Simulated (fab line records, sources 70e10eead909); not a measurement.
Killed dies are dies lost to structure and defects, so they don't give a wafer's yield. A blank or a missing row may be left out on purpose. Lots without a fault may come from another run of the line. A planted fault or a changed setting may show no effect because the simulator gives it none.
Chamber matching | flow nand_harc | NHARC_A_WL_FILL_ALD_10 on ald_hk-02: 4 sister chambers
The step deposits SiO2, target thk 50 nm, pulse time 10 s, ald cycles 500. 4 wafers are shown with their chamber, then 6 later ones without.

WAFERS WITH THEIR CHAMBER
wafer  | chamber | heater_power_w (W)
L523.5 | 0       | 428
L525.5 | 2       | 481
L528.1 | 1       | 420
L528.5 | 3       | 577

WAFERS WITHOUT THEIR CHAMBER
wafer  | heater_power_w (W)
L528.6 | 426
L530.5 | 461
L530.6 | 576
L531.1 | 420
L531.3 | 437
L531.5 | 419

WHICH CHAMBER EACH WENT THROUGH
wafer  | from the rows above     | in truth
L528.6 | can't be placed: 0 or 1 | 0
L530.5 | can't be placed: 2 or 0 | 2
L530.6 | 3                       | 3
L531.1 | can't be placed: 1 or 0 | 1
L531.3 | can't be placed: 0 or 1 | 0
L531.5 | can't be placed: 1 or 0 | 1
Placed correctly: 1 of 6. Can't be placed from these rows: 5 (the true chamber is among the candidates in 5). Placed wrongly: 0.
How it was worked out, from the rows above alone: a wafer's distance from a chamber is the root of the sum, over the readings, of the square of ((its reading less the chamber's mean) divided by the reading's scatter). The wafer belongs to the nearest chamber; if the next one is less than 2 further off, it can't be placed. A chamber's mean is the mean of its shown wafers. The scatter: with one shown wafer a chamber, the root of the mean of the squares of how far each hidden wafer lies from its nearest shown one.
